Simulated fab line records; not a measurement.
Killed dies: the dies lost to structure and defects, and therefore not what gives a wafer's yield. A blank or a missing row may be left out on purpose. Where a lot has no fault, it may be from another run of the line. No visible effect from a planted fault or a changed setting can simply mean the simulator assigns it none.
fab line records -- flow n5Finfet
record: lots: 7, wafers: 21
route steps=1938 shown BEOL_M3@969 BEOL_M4@1050 BEOL_M5@1141 BEOL_M6@1236 BEOL_M7@1305
startH: start of the lot's first displayed wafer, in hours after the record's first day -- waitH: hours from the lot's prior step to this one -- " the same as in the row above -- L1.1+2: a single row standing in for several wafers -- - value missing, or start not given -- * or withheld: withheld -- < > ~ a bound
route shown NAME@n: a module of which the file shows steps, and the number in the route of the first -- usual: the fault-free wafers' mean and standard deviation -- same: alike in all rows -- chamber/n: place in a boat -- sites: the reading at each site -- _std_site: how widely they spread, as a standard deviation -- _edge_site: outer sites' mean less inner sites' -- radiusMm: for every site, how far away it sits from the centre of the wafer -- mask NAME#n: copy n -- behind: the tool/chamber that last shaped the wafer -- hold: why the lot was held/for how many hours/how that ended -- device: the n, p or np transistor that did not switch -- end of line: the route-end tests of the same wafers -- where a step has no rows: the recipe by itself -- killed: count of dies lost to structure and defects at first sort (not the wafer's yield) -- map: dies across one wafer; x = killed, . = not, _ = none there
set.NAME: setting as actually run; set.NAME@STEP: the setting as run at that earlier step -- model.NAME: the simulator's own value behind a step, which no gauge read
lots run with intentionally changed settings; tables by step, rows by wafer
== steps ==
step: N5_BEOL_M3_DESCUM_33
recipe: chemistry: O2, timeS: 7, sourcePowerW: 50, biasPowerW: 20, pressureMtorr: 20, rfFrequencyHz: 2.712e+07, tempC: 40, resist: CAR-EUV, o2FlowSccm: 225
lot.wafer,tool,chamber,startH,waitH,set.timeS,set.spinRpm@BEOL_M3_COAT_22,model.CAR-EUV_of_BEOL_M3_COAT_22.thkNm
L074.2,rieDiel-03,0,147.99,0.0,7,1500,26.2
L074.3+5,rieDiel-03,3,147.99,0.0,7,1379,27.4
L076.1+4,rieDiel-04,"1,3",157.30,0.3,7,1500,26.2
L076.6,rieDiel-04,2,157.30,0.3,7,1500,26
L077.1+4,rieDiel-04,"1,2",158.80,0.0,7,1500,26
L077.6,rieDiel-04,1,158.80,0.0,8.537,1631,24.2
L081.3,rieDiel-04,0,187.79,0.0,7,1500,26
L081.4+5,rieDiel-04,"2,3",187.79,0.0,7,1602,25.2
L092.1+4,rieDiel-03,"3,0",264.62,0.1,7,1500,26
L092.6,rieDiel-03,2,264.62,0.1,7,1554,25.6
L094.2,rieDiel-04,3,264.75,0.0,6.352,1500,26.4
L094.5,rieDiel-04,3,264.75,0.0,7,1500,26.2
L094.6,rieDiel-04,2,264.75,0.0,7,1500,26
L097.1+5,rieDiel-04,"3,0",282.69,0.0,7,1500,26
L097.3,rieDiel-04,0,282.69,0.0,7,1500,26.2
step: N5_BEOL_M3_ETCH_77
recipe: chemistry: N2/H2, target: underlayer, targetDepthA: 65, maskMaterial: CAR-EUV, timeS: 5.2, ionEnergyEv: 200, pressureMtorr: 30, sourceW: 840, biasW: 150, n2FlowSccm: 200, h2FlowSccm: 200, ends: cleared
step: N5_BEOL_M3_ETCH_69
recipe: chemistry: CF4, target: SiARC, targetDepthA: 156, maskMaterial: CAR-EUV, timeS: 26, ionEnergyEv: 80, pressureMtorr: 40, sourceW: 545, biasW: 36, Ar_flow_sccm: 100, cf4FlowSccm: 100, ends: cleared
step: N5_BEOL_M3_STRIP_97
recipe: chemistry: N2/H2, timeS: 10, powerW: 450, tempC: 40, pressureMtorr: 20, rfFrequencyHz: 6e+07, biasPowerW: 7, n2FlowSccm: 200, h2FlowSccm: 200
step: N5_BEOL_M3_HM_STRIP_39
recipe: chemistry: peroxideTinStrip, material: TiN, targetDepthA: 250, tempC: 50, timeS: 158
lot.wafer,tool,chamber,startH,waitH,set.timeS@BEOL_M3_PECVD_72,model.SiO2_of_BEOL_M3_PECVD_72.thkNm
L074.2,wetBench-06,4,150.82,0.0,18,15.8
L074.3,wetBench-06,5,150.82,0.0,18,15.4
L074.5,wetBench-06,3,150.82,0.0,15.97,14.2
L076.1+4+6,wetBench-03,"2,6,1",158.04,0.0,18,16
L077.1,wetBench-06,3,161.33,0.0,18,15.4
L077.4,wetBench-06,4,161.33,0.0,19.47,17.4
L077.6,wetBench-06,2,161.33,0.0,18,16
L081.3,wetBench-03,0,188.69,0.0,18,15.8
L081.4,wetBench-03,5,188.69,0.0,18,15.4
L081.5,wetBench-03,1,188.69,0.0,18,16
L092.1,wetBench-03,4,267.20,0.0,18,15.8
L092.4,wetBench-03,5,267.20,0.0,16.82,15.2
L092.6,wetBench-03,2,267.20,0.0,16.82,15
L094.2+5,wetBench-01,"7,0",267.39,0.0,18,15.8
L094.6,wetBench-01,5,267.39,0.0,18,16
L097.1+5,wetBench-06,"2,0",284.58,0.0,18,15.6
L097.3,wetBench-06,1,284.58,0.0,18,15.4
step: N5_BEOL_M4_COAT_22
recipe: resist: CAR-EUV, spinRpm: 1500, resistThkNm: 30
lot.wafer,tool,chamber,startH,waitH,set.spinRpm,model.CAR-EUV_of_BEOL_M4_COAT_22.thkNm
L074.2,lithoTrack-05,0,-,-,1500,29.8
L074.3,lithoTrack-05,0,-,-,1333,31.8
L074.5,lithoTrack-05,0,-,-,1500,30
L076.1+4,lithoTrack-01,0,-,-,1586,29.2
L076.6,lithoTrack-01,0,-,-,1500,30
L077.1+4+6,lithoTrack-04,0,-,-,1500,29.8
L081.3,lithoTrack-05,0,-,-,1500,30.2
L081.4+5,lithoTrack-05,0,-,-,1500,30
L092.1+6,lithoTrack-01,0,-,-,1575,29.4
L092.4,lithoTrack-01,0,-,-,1500,30
L094.2+5+6,lithoTrack-04,0,-,-,1500,30
L097.1+3+5,lithoTrack-05,0,-,-,1500,30
step: N5_BEOL_M4_EXPOSE_25
recipe: maskId: V3, na: 0.33, sourceShape: quasar, sigmaInner: 0.2, sigmaOuter: 0.8, polarization: unpolarized, defocusNm: 5, doseMj: 63
lot.wafer,tool,chamber,startH,waitH,mask,set.doseMj
L074.2+3+5,euvScanner-01,0,156.58,-,V3#0,63
L076.1+4+6,euvScanner-01,0,166.70,-,V3#0,63
L077.1,euvScanner-01,0,167.26,-,V3#0,60.02
L077.4+6,euvScanner-01,0,167.26,-,V3#0,63
L081.3,euvScanner-01,0,195.49,-,V3#0,65.58
L081.4+5,euvScanner-01,0,195.49,-,V3#0,63
L092.1+6,euvScanner-01,0,273.80,-,V3#0,58.48
L092.4,euvScanner-01,0,273.80,-,V3#0,63
L094.2+6,euvScanner-01,0,276.46,-,V3#0,64.64
L094.5,euvScanner-01,0,276.46,-,V3#0,63
L097.1+3+5,euvScanner-01,0,291.55,-,V3#0,63
step: N5_BEOL_M4_PEB_26
recipe: pebTempC: 100, pebTimeS: 60, resist: CAR-EUV
step: N5_BEOL_M4_DEVELOP_27
recipe: developTimeS: 30, developer: TMAH, resist: CAR-EUV, rinseLiquid: surfactantRinse, dry: airSpin, devTempC: 23
lot.wafer,tool,chamber,startH,waitH,set.spinRpm@BEOL_M4_COAT_22,model.CAR-EUV_of_BEOL_M4_COAT_22.thkNm
L074.2,lithoTrack-05,0,-,-,1500,29.4
L074.3,lithoTrack-05,0,-,-,1333,31.2
L074.5,lithoTrack-05,0,-,-,1500,29.6
L076.1+4,lithoTrack-05,0,-,-,1586,28.8
L076.6,lithoTrack-05,0,-,-,1500,29.6
L077.1+4+6,lithoTrack-05,0,-,-,1500,29.4
L081.3+4+5,lithoTrack-04,0,-,-,1500,29.6
L092.1,lithoTrack-01,0,-,-,1575,28.8
L092.4,lithoTrack-01,0,-,-,1500,29.6
L092.6,lithoTrack-01,0,-,-,1575,29
L094.2,lithoTrack-05,0,-,-,1500,29.4
L094.5+6,lithoTrack-05,0,-,-,1500,29.6
L097.1+3+5,lithoTrack-05,0,-,-,1500,29.6
step: N5_BEOL_M4_CD_MEAS_28
recipe: targetCdNm: 26.2, landingEnergyEv: 500, detector: seInlens, targetCdYNm: 24.1, polarity: opening
usual: cdNm: 26.20/0.21
lot.wafer,tool,chamber,startH,waitH,set.doseMj@BEOL_M4_EXPOSE_25,cdNm
L074.2,cdSem-02,0,156.72,-,63,26.22
L074.3,cdSem-02,0,156.72,-,63,26.13
L074.5,cdSem-02,0,156.72,-,63,26.36
L076.1,cdSem-03,0,166.84,-,63,26.37
L076.4,cdSem-03,0,166.84,-,63,25.99
L076.6,cdSem-03,0,166.84,-,63,26.03
L077.1,cdSem-03,0,167.41,-,60.02,25.24
L077.4,cdSem-03,0,167.41,-,63,26.24
L077.6,cdSem-03,0,167.41,-,63,26.49
L081.3,cdSem-03,0,195.62,-,65.58,27.05
L081.4,cdSem-03,0,195.62,-,63,26.00
L081.5,cdSem-03,0,195.62,-,63,26.13
L092.1,cdSem-01,0,273.95,-,58.48,24.99
L092.4,cdSem-01,0,273.95,-,63,26.40
L092.6,cdSem-01,0,273.95,-,58.48,24.67
L094.2,cdSem-03,0,276.60,-,64.64,26.25
L094.5,cdSem-03,0,276.60,-,63,26.59
L094.6,cdSem-03,0,276.60,-,64.64,26.74
L097.1,cdSem-02,0,291.70,-,63,26.35
L097.3,cdSem-02,0,291.70,-,63,26.24
L097.5,cdSem-02,0,291.70,-,63,25.94
step: N5_BEOL_M4_DESCUM_33
recipe: chemistry: O2, timeS: 7, sourcePowerW: 50, biasPowerW: 20, pressureMtorr: 20, rfFrequencyHz: 2.712e+07, tempC: 40, resist: CAR-EUV, o2FlowSccm: 225
lot.wafer,tool,chamber,startH,waitH,set.timeS,set.spinRpm@BEOL_M4_COAT_22,model.CAR-EUV_of_BEOL_M4_COAT_22.thkNm
L074.2+5,rieDiel-05,"0,3",156.84,0.0,7,1500,26
L074.3,rieDiel-05,3,156.84,0.0,7,1333,27.8
L076.1,rieDiel-05,2,166.97,0.0,7,1586,25.4
L076.4,rieDiel-05,3,166.97,0.0,7,1586,25.2
L076.6,rieDiel-05,2,166.97,0.0,5.678,1500,26.8
L077.1+6,rieDiel-06,"0,2",167.64,0.1,7,1500,26
L077.4,rieDiel-06,3,167.64,0.1,7.683,1500,25.6
L081.3+4,rieDiel-02,"3,0",195.76,0.1,6.424,1500,26.4
L081.5,rieDiel-02,1,195.76,0.1,7,1500,26.2
L092.1,rieDiel-06,2,274.13,0.1,5.525,1575,26.2
L092.4,rieDiel-06,1,274.13,0.1,7,1500,26.2
L092.6,rieDiel-06,3,274.13,0.1,7,1575,25.4
L094.2+5,rieDiel-06,"0,2",277.07,0.4,7,1500,26
L094.6,rieDiel-06,3,277.07,0.4,8.571,1500,25.4
L097.1,rieDiel-05,1,291.82,0.0,7,1500,26.2
L097.3+5,rieDiel-05,"0,2",291.82,0.0,7,1500,26
step: N5_BEOL_M4_ETCH_77
recipe: chemistry: N2/H2, target: underlayer, targetDepthA: 65, maskMaterial: CAR-EUV, timeS: 5.2, ionEnergyEv: 200, pressureMtorr: 30, sourceW: 840, biasW: 150, n2FlowSccm: 200, h2FlowSccm: 200, ends: cleared
lot.wafer,tool,chamber,startH,waitH,set.spinRpm@BEOL_M4_COAT_22,set.timeS@BEOL_M4_DESCUM_33,model.CAR-EUV_of_BEOL_M4_COAT_22.thkNm
L074.2+5,rieDiel-05,"0,3",156.87,0.0,1500,7,20.2
L074.3,rieDiel-05,3,156.87,0.0,1333,7,22
L076.1+4,rieDiel-05,"2,3",167.00,0.0,1586,7,19.6
L076.6,rieDiel-05,2,167.00,0.0,1500,5.678,21
L077.1+6,rieDiel-06,"0,2",167.68,0.0,1500,7,20.2
L077.4,rieDiel-06,3,167.68,0.0,1500,7.683,19.8
L081.3+4,rieDiel-02,"3,0",195.80,0.0,1500,6.424,20.8
L081.5,rieDiel-02,1,195.80,0.0,1500,7,20.4
L092.1,rieDiel-06,2,274.17,0.0,1575,5.525,20.4
L092.4,rieDiel-06,1,274.17,0.0,1500,7,20.4
L092.6,rieDiel-06,3,274.17,0.0,1575,7,19.8
L094.2+5,rieDiel-06,"0,2",277.10,0.0,1500,7,20.2
L094.6,rieDiel-06,3,277.10,0.0,1500,8.571,19.6
L097.1+3+5,rieDiel-05,"1,0,2",291.86,0.0,1500,7,20.4
step: N5_BEOL_M4_ETCH_69
recipe: chemistry: CF4, target: SiARC, targetDepthA: 156, maskMaterial: CAR-EUV, timeS: 26, ionEnergyEv: 80, pressureMtorr: 40, sourceW: 545, biasW: 36, Ar_flow_sccm: 100, cf4FlowSccm: 100, ends: cleared
lot.wafer,tool,chamber,startH,waitH,set.spinRpm@BEOL_M4_COAT_22,set.timeS@BEOL_M4_DESCUM_33,model.CAR-EUV_of_BEOL_M4_COAT_22.thkNm
L074.2+5,rieDiel-05,"0,3",156.89,0.0,1500,7,11
L074.3,rieDiel-05,3,156.89,0.0,1333,7,12.8
L076.1+4,rieDiel-05,"2,3",167.02,0.0,1586,7,10.4
L076.6,rieDiel-05,2,167.02,0.0,1500,5.678,11.8
L077.1+6,rieDiel-06,"0,2",167.69,0.0,1500,7,11
L077.4,rieDiel-06,3,167.69,0.0,1500,7.683,10.6
L081.3,rieDiel-02,3,195.81,0.0,1500,6.424,11.6
L081.4,rieDiel-02,0,195.81,0.0,1500,6.424,11.4
L081.5,rieDiel-02,1,195.81,0.0,1500,7,11.2
L092.1,rieDiel-06,2,274.18,0.0,1575,5.525,11.2
L092.4,rieDiel-06,1,274.18,0.0,1500,7,11.2
L092.6,rieDiel-06,3,274.18,0.0,1575,7,10.6
L094.2+5,rieDiel-06,"0,2",277.12,0.0,1500,7,11.2
L094.6,rieDiel-06,3,277.12,0.0,1500,8.571,10.4
L097.1+3+5,rieDiel-05,"1,0,2",291.87,0.0,1500,7,11.2
step: N5_BEOL_M4_ALD_98
recipe: material: SiO2, targetThkA: 25, tempC: 100, aldPrecursorFamily: BDEAS, aldCoReactant: O2-plasma, pulseTimeS: 1, coReactantPulseTimeS: 1, purgeTimeS: 2, coReactantPurgeTimeS: 2, aldCycles: 17, pressureTorr: 2
lot.wafer,tool,chamber,startH,waitH,set.aldCycles,model.SiO2_of_BEOL_M4_ALD_98.thkNm
L074.2+3+5,aldSin-02,"1,0,0",157.17,0.3,17,2.6
L076.1+6,aldSin-04,"1,0",167.46,0.4,14,2
L076.4,aldSin-04,0,167.46,0.4,17,2.6
L077.1,aldSin-04,0,167.78,0.1,19,2.8
L077.4+6,aldSin-04,"1,3",167.78,0.1,17,2.4
L081.3+5,aldSin-02,2,195.90,0.1,17,2.6
L081.4,aldSin-02,1,195.90,0.1,17,2.4
L092.1,aldSin-02,2,274.29,0.1,17,2.6
L092.4+6,aldSin-02,"1,3",274.29,0.1,19,2.8
L094.2,aldSin-04,3,277.51,0.4,17,2.6
L094.5+6,aldSin-04,"2,3",277.51,0.4,16,2.4
L097.1,aldSin-03,0,291.96,0.1,17,2.4
L097.3+5,aldSin-03,"3,2",291.96,0.1,17,2.6
step: N5_BEOL_M4_ETCHBACK_99
recipe: chemistry: CHF3, target: SiO2, targetDepthA: 50, timeS: 10.4, sourceW: 215, biasW: 47, Ar_flow_sccm: 200, CHF3_flow_sccm: 12, ionEnergyEv: 100, pressureMtorr: 30
lot.wafer,tool,chamber,startH,waitH,set.spinRpm@BEOL_M4_COAT_22,set.timeS@BEOL_M4_DESCUM_33,model.CAR-EUV_of_BEOL_M4_COAT_22.thkNm
L074.2,rieDiel-02,0,161.38,4.2,1500,7,10.2
L074.3,rieDiel-02,2,161.38,4.2,1333,7,12.2
L074.5,rieDiel-02,0,161.38,4.2,1500,7,10.4
L076.1+4,rieDiel-06,"1,2",170.48,3.0,1586,7,9.6
L076.6,rieDiel-06,2,170.48,3.0,1500,5.678,11.2
L077.1+6,rieDiel-05,"3,0",170.86,3.0,1500,7,10.2
L077.4,rieDiel-05,2,170.86,3.0,1500,7.683,10
L081.3+4,rieDiel-02,"3,0",197.99,2.0,1500,6.424,10.8
L081.5,rieDiel-02,2,197.99,2.0,1500,7,10.4
L092.1,rieDiel-05,2,276.68,2.3,1575,5.525,10.4
L092.4,rieDiel-05,0,276.68,2.3,1500,7,10.4
L092.6,rieDiel-05,2,276.68,2.3,1575,7,9.8
L094.2+5,rieDiel-02,"1,2",280.02,2.5,1500,7,10.4
L094.6,rieDiel-02,1,280.02,2.5,1500,8.571,9.8
L097.1+3+5,rieDiel-05,"1,0,1",292.13,0.1,1500,7,10.4
step: N5_BEOL_M5_COAT_74
recipe: resist: underlayer, tempC: 205, timeS: 60, spinRpm: 1500, resistThkNm: 5
lot.wafer,tool,chamber,startH,waitH,set.spinRpm
L074.2+5,lithoTrack-01,0,-,-,1500
L074.3,lithoTrack-01,0,-,-,1373
L077.1+4,lithoTrack-01,0,-,-,1342
L077.6,lithoTrack-01,0,-,-,1500
L076.1+6,lithoTrack-02,0,-,-,1433
L076.4,lithoTrack-02,0,-,-,1500
L081.3+4+5,lithoTrack-01,0,-,-,1500
L092.1+6,lithoTrack-03,0,-,-,1500
L092.4,lithoTrack-03,0,-,-,1599
L094.2+5+6,lithoTrack-02,0,-,-,1500
L097.1+3+5,lithoTrack-01,0,-,-,1500
step: N5_BEOL_M5_EXPOSE_25
recipe: maskId: V4, na: 0.33, sourceShape: quasar, sigmaInner: 0.2, sigmaOuter: 0.6, polarization: unpolarized, defocusNm: 10, doseMj: 52.75
lot.wafer,tool,chamber,startH,waitH,mask,set.doseMj
L074.2+5,euvScanner-01,0,170.09,-,V4#0,49.54
L074.3,euvScanner-01,0,170.09,-,V4#0,52.75
L077.1+4+6,euvScanner-01,0,180.88,-,V4#0,52.75
L076.1+4+6,euvScanner-01,0,181.18,-,V4#0,52.75
L081.3+5,euvScanner-02,0,206.34,-,V4#0,52.75
L081.4,euvScanner-02,0,206.34,-,V4#0,50.88
L092.1+4+6,euvScanner-02,0,285.82,-,V4#0,52.75
L094.2,euvScanner-02,0,289.76,-,V4#0,52.75
L094.5+6,euvScanner-02,0,289.76,-,V4#0,55.05
L097.1+3+5,euvScanner-02,0,301.12,-,V4#0,52.75
step: N5_BEOL_M5_PEB_26
recipe: pebTempC: 100, pebTimeS: 60, resist: CAR-EUV
step: N5_BEOL_M5_DEVELOP_27
recipe: developTimeS: 30, developer: TMAH, resist: CAR-EUV, rinseLiquid: surfactantRinse, dry: airSpin, devTempC: 23
step: N5_BEOL_M5_CD_MEAS_28
recipe: targetCdNm: 30.6, landingEnergyEv: 500, detector: seInlens, targetCdYNm: 20, polarity: opening
usual: cdNm: 30.60/0.24
lot.wafer,tool,chamber,startH,waitH,set.doseMj@BEOL_M5_EXPOSE_25,cdNm
L074.2,cdSem-03,0,170.22,-,49.54,29.00
L074.3,cdSem-03,0,170.22,-,52.75,30.61
L074.5,cdSem-03,0,170.22,-,49.54,28.85
L077.1,cdSem-03,0,181.02,-,52.75,30.35
L077.4,cdSem-03,0,181.02,-,52.75,30.67
L077.6,cdSem-03,0,181.02,-,52.75,30.28
L076.1,cdSem-02,0,181.32,-,52.75,30.41
L076.4,cdSem-02,0,181.32,-,52.75,30.38
L076.6,cdSem-02,0,181.32,-,52.75,30.59
L081.3,cdSem-03,0,206.47,-,52.75,30.18
L081.4,cdSem-03,0,206.47,-,50.88,29.91
L081.5,cdSem-03,0,206.47,-,52.75,30.59
L092.1,cdSem-01,0,285.96,-,52.75,30.57
L092.4,cdSem-01,0,285.96,-,52.75,30.63
L092.6,cdSem-01,0,285.96,-,52.75,31.14
L094.2,cdSem-03,0,289.89,-,52.75,30.60
L094.5,cdSem-03,0,289.89,-,55.05,31.81
L094.6,cdSem-03,0,289.89,-,55.05,31.97
L097.1,cdSem-01,0,301.26,-,52.75,30.38
L097.3,cdSem-01,0,301.26,-,52.75,30.80
L097.5,cdSem-01,0,301.26,-,52.75,30.85
step: N5_BEOL_M5_DESCUM_33
recipe: chemistry: O2, timeS: 7, sourcePowerW: 50, biasPowerW: 20, pressureMtorr: 20, rfFrequencyHz: 2.712e+07, tempC: 40, resist: CAR-EUV, o2FlowSccm: 225
step: N5_BEOL_M5_ETCH_75
recipe: chemistry: N2/H2, target: underlayer, targetDepthA: 65, maskMaterial: CAR-EUV, timeS: 5.2, ionEnergyEv: 200, pressureMtorr: 30, sourceW: 840, biasW: 150, n2FlowSccm: 200, h2FlowSccm: 200, ends: cleared
lot.wafer,tool,chamber,startH,waitH,set.spinRpm@BEOL_M5_COAT_74,set.doseMj@BEOL_M5_EXPOSE_25,model.BEOL_M5.cdNm,model.CAR-EUV_of_BEOL_M5_COAT_22.thkNm,model.etch.depthNm
L074.2,rieDiel-04,0,170.38,0.0,1500,49.54,26.2,20.4,4.994
L074.3,rieDiel-04,1,170.38,0.0,1373,52.75,28,20.2,5.208
L074.5,rieDiel-04,0,170.38,0.0,1500,49.54,26,20.4,4.994
L077.1,rieDiel-03,1,181.47,0.0,1342,52.75,28.2,20,5.298
L077.4,rieDiel-03,2,181.47,0.0,1342,52.75,27.8,20,5.296
L077.6,rieDiel-03,0,181.47,0.0,1500,52.75,27.4,20.4,5.011
L076.1,rieDiel-03,3,181.94,0.0,1433,52.75,28.2,20.2,5.144
L076.4,rieDiel-03,1,181.94,0.0,1500,52.75,28.4,20.4,5.027
L076.6,rieDiel-03,2,181.94,0.0,1433,52.75,27.8,20.2,5.149
L081.3,rieDiel-03,0,206.65,0.0,1500,52.75,27.4,20.4,5.024
L081.4,rieDiel-03,3,206.65,0.0,1500,50.88,27,20.4,4.988
L081.5,rieDiel-03,1,206.65,0.0,1500,52.75,28,20.2,5.021
L092.1,rieDiel-03,2,286.29,0.0,1500,52.75,28.4,20.4,5.028
L092.4,rieDiel-03,0,286.29,0.0,1599,52.75,28.4,20.6,4.856
L092.6,rieDiel-03,3,286.29,0.0,1500,52.75,28.4,20.4,5.025
L094.2,rieDiel-03,2,290.21,0.0,1500,52.75,28.6,20.4,4.996
L094.5,rieDiel-03,3,290.21,0.0,1500,55.05,29.4,20.4,5
L094.6,rieDiel-03,2,290.21,0.0,1500,55.05,29.6,20.4,5.012
L097.1,rieDiel-04,3,302.16,0.0,1500,52.75,27.8,20.4,5.025
L097.3,rieDiel-04,2,302.16,0.0,1500,52.75,28,20.4,5.048
L097.5,rieDiel-04,3,302.16,0.0,1500,52.75,28,20.4,5.028
step: N5_BEOL_M6_VIA_ETCH_34
recipe: chemistry: C4F6/O2, target: SiCOH_lowk, targetDepthA: 1263, maskMaterial: SOC, taperDeg: 4, timeS: 50.9, ionEnergyEv: 250, pressureMtorr: 30, sourceW: 345, biasW: 185, Ar_flow_sccm: 300, C4F6_flow_sccm: 10, O2_flow_sccm: 10
lot.wafer,tool,chamber,startH,waitH,set.timeS,model.etch.depthNm,model.SOC_of_BEOL_M6_COAT_63.thkNm
L074.2,rieDiel-02,1,182.17,0.0,54.5,137,53.6
L074.3,rieDiel-02,0,182.17,0.0,50.9,127.4,54
L074.5,rieDiel-02,2,182.17,0.0,50.9,127.8,54
L077.1,rieDiel-05,3,192.76,0.0,50.9,127.3,54
L077.4,rieDiel-05,1,192.76,0.0,50.9,130.8,53.8
L077.6,rieDiel-05,1,192.76,0.0,50.9,130.9,54
L076.1,rieDiel-06,2,193.38,0.0,50.9,126.6,53.8
L076.4,rieDiel-06,0,193.38,0.0,54.8,138,53.4
L076.6,rieDiel-06,1,193.38,0.0,54.8,134.9,53.6
L081.3,rieDiel-02,3,220.03,0.0,50.9,125.3,53.8
L081.4,rieDiel-02,2,220.03,0.0,50.9,128,53.6
L081.5,rieDiel-02,3,220.03,0.0,50.9,126.6,53.8
L092.1,rieDiel-02,2,299.65,0.0,50.9,127.1,54.2
L092.4,rieDiel-02,3,299.65,0.0,50.9,127.1,53.8
L092.6,rieDiel-02,2,299.65,0.0,43.69,108.5,54.8
L094.2,rieDiel-02,0,302.35,0.0,56.75,140.3,53.8
L094.5,rieDiel-02,2,302.35,0.0,50.9,126.2,54.4
L094.6,rieDiel-02,1,302.35,0.0,56.75,140.5,53.8
L097.1,rieDiel-06,0,316.09,0.0,50.9,125.1,54
L097.3,rieDiel-06,3,316.09,0.0,50.9,129.6,53.8
L097.5,rieDiel-06,2,316.09,0.0,50.9,125.8,54.2
step: N5_BEOL_M7_VIA_ETCH_34
recipe: chemistry: C4F6/O2, target: SiCOH_lowk, targetDepthA: 1255, maskMaterial: SOC, taperDeg: 4, timeS: 50.5, ionEnergyEv: 250, pressureMtorr: 30, sourceW: 345, biasW: 185, Ar_flow_sccm: 300, C4F6_flow_sccm: 10, O2_flow_sccm: 10
usual: rfVppV: 661/8.3
lot.wafer,tool,chamber,startH,waitH,set.sourceW,rfVppV
L074.2,rieDiel-04,2,189.73,0.0,315.9,687
L074.3,rieDiel-04,0,189.73,0.0,315.9,687
L074.5,rieDiel-04,1,189.73,0.0,345,666
L076.1,rieDiel-04,2,202.21,0.0,345,657
L076.4,rieDiel-04,3,202.21,0.0,345,675
L076.6,rieDiel-04,1,202.21,0.0,345,665
L077.1,rieDiel-03,2,202.52,0.0,345,648
L077.4,rieDiel-03,1,202.52,0.0,326.5,668
L077.6,rieDiel-03,0,202.52,0.0,326.5,684
L081.3,rieDiel-03,1,228.21,0.0,345,651
L081.4,rieDiel-03,3,228.21,0.0,290.3,715
L081.5,rieDiel-03,0,228.21,0.0,345,665
L092.1,rieDiel-01,0,305.81,0.0,345,655
L092.4,rieDiel-01,2,305.81,0.0,345,669
L092.6,rieDiel-01,3,305.81,0.0,345,660
L094.2,rieDiel-04,0,311.25,0.0,360.6,641
L094.5,rieDiel-04,0,311.25,0.0,345,653
L094.6,rieDiel-04,1,311.25,0.0,345,677
L097.1,rieDiel-03,0,324.24,0.0,345,665
L097.3,rieDiel-03,2,324.24,0.0,345,648
L097.5,rieDiel-03,2,324.24,0.0,345,648
== key ==
split: step: N5_BEOL_M3_DESCUM_33, setting: timeS, stated: 7, by: wafer
response none clear
split: step: N5_BEOL_M4_COAT_22, setting: spinRpm, stated: 1500, by: wafer
response: step: N5_BEOL_M4_COAT_22, reading: model.CAR-EUV_of_BEOL_M4_COAT_22.thkNm, change: -0.158, per: 1%, r: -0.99
response: step: N5_BEOL_M4_DEVELOP_27, reading: model.CAR-EUV_of_BEOL_M4_COAT_22.thkNm, change: -0.149, per: 1%, r: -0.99
response: step: N5_BEOL_M4_DESCUM_33, reading: model.CAR-EUV_of_BEOL_M4_COAT_22.thkNm, change: -0.169, per: 1%, r: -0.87
response: step: N5_BEOL_M4_ETCH_77, reading: model.CAR-EUV_of_BEOL_M4_COAT_22.thkNm, slope: -0.153, per: 1%, togetherWith: timeS@BEOL_M4_DESCUM_33, explained: 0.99
response: step: N5_BEOL_M4_ETCH_69, reading: model.CAR-EUV_of_BEOL_M4_COAT_22.thkNm, slope: -0.152, per: 1%, togetherWith: timeS@BEOL_M4_DESCUM_33, explained: 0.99
response: step: N5_BEOL_M4_ETCHBACK_99, reading: model.CAR-EUV_of_BEOL_M4_COAT_22.thkNm, slope: -0.165, per: 1%, togetherWith: timeS@BEOL_M4_DESCUM_33, explained: 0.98
split: step: N5_BEOL_M4_EXPOSE_25, setting: doseMj, stated: 63, by: wafer
response: step: N5_BEOL_M4_CD_MEAS_28, reading: cdNm, change: +0.21, per: 1%, r: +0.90
split: step: N5_BEOL_M4_DESCUM_33, setting: timeS, stated: 7, by: wafer
response: step: N5_BEOL_M4_DESCUM_33, reading: model.CAR-EUV_of_BEOL_M4_COAT_22.thkNm, slope: -0.032, per: 1%, togetherWith: spinRpm@BEOL_M4_COAT_22, explained: 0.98
response: step: N5_BEOL_M4_ETCH_77, reading: model.CAR-EUV_of_BEOL_M4_COAT_22.thkNm, slope: -0.0306, per: 1%, togetherWith: spinRpm@BEOL_M4_COAT_22, explained: 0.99
response: step: N5_BEOL_M4_ETCH_69, reading: model.CAR-EUV_of_BEOL_M4_COAT_22.thkNm, slope: -0.0331, per: 1%, togetherWith: spinRpm@BEOL_M4_COAT_22, explained: 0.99
response: step: N5_BEOL_M4_ETCHBACK_99, reading: model.CAR-EUV_of_BEOL_M4_COAT_22.thkNm, slope: -0.0314, per: 1%, togetherWith: spinRpm@BEOL_M4_COAT_22, explained: 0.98
split: step: N5_BEOL_M4_ALD_98, setting: aldCycles, stated: 17, by: wafer
response: step: N5_BEOL_M4_ALD_98, reading: model.SiO2_of_BEOL_M4_ALD_98.thkNm, change: +0.0302, per: 1%, r: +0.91
split: step: N5_BEOL_M5_COAT_74, setting: spinRpm, stated: 1500, by: wafer
response: step: N5_BEOL_M5_ETCH_75, reading: model.CAR-EUV_of_BEOL_M5_COAT_22.thkNm, change: +0.033, per: 1%, r: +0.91
response: step: N5_BEOL_M5_ETCH_75, reading: model.etch.depthNm, change: -0.0264, per: 1%, r: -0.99
split: step: N5_BEOL_M5_EXPOSE_25, setting: doseMj, stated: 52.75, by: wafer
response: step: N5_BEOL_M5_CD_MEAS_28, reading: cdNm, change: +0.256, per: 1%, r: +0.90
response: step: N5_BEOL_M5_ETCH_75, reading: model.BEOL_M5.cdNm, change: +0.262, per: 1%, r: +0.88
split: step: N5_BEOL_M6_VIA_ETCH_34, setting: timeS, stated: 50.9, by: wafer
response: step: N5_BEOL_M6_VIA_ETCH_34, reading: model.etch.depthNm, change: +1.29, per: 1%, r: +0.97
response: step: N5_BEOL_M6_VIA_ETCH_34, reading: model.SOC_of_BEOL_M6_COAT_63.thkNm, change: -0.0529, per: 1%, r: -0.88
split: step: N5_BEOL_M7_VIA_ETCH_34, setting: sourceW, stated: 345, by: wafer
response: step: N5_BEOL_M7_VIA_ETCH_34, reading: rfVppV, change: -3.61, per: 1%, r: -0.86
split outsideThisFile step=N5_BEOL_M3_PECVD_72 setting=timeS
split outsideThisFile step=N5_BEOL_M3_COAT_22 setting=spinRpm
split outsideThisFile: this setting was split too, and the file shows its column; the key of that split is in another file
